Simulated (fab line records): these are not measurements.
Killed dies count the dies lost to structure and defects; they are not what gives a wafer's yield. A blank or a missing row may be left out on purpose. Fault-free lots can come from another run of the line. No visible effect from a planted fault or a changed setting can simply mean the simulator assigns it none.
Chamber matching -- flow n5Finfet -- 4 sister chambers for N5_BEOL_M10_STRIP_67 on rieDiel-02
The step strips in CF4. 4 wafers are shown with their chamber, then 7 later ones without.

WAFERS PAIRED WITH THEIR CHAMBERS
wafer,chamber,drypumpMotorCurrentA (A)
L082.3,0,6.0
L089.1,2,6.2
L092.2,1,5.5
L092.3,3,5.5

WAFERS WHOSE CHAMBER IS MISSING
wafer,drypumpMotorCurrentA (A)
L092.6,5.5
L093.2,5.5
L093.5,6.1
L093.6,5.5
L094.2,5.5
L094.3,6.2
L094.4,5.5

WHICH CHAMBER EACH ONE RAN IN
wafer,from the rows above,in truth
L092.6,can't be placed: 1 or 3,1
L093.2,can't be placed: 1 or 3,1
L093.5,can't be placed: 0 or 2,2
L093.6,can't be placed: 1 or 3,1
L094.2,can't be placed: 1 or 3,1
L094.3,2,2
L094.4,can't be placed: 1 or 3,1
Correct placement for 1 of the 7. Cannot be placed on the basis of these rows: 6; the candidates contain the true chamber in 6. Placed wrongly: 0.
How it was worked out, from the rows above alone: a wafer's distance from a chamber is the root of the sum, over the readings, of the square of ((its reading less the chamber's mean) divided by the reading's scatter). The wafer belongs to the nearest chamber; if the next one is less than 2 further off, it can't be placed. For every chamber, the mean is computed from those of its wafers that are shown. The scatter (one wafer shown for each chamber): square how far every hidden wafer sits from the nearest shown wafer, average those squares and take the square root.
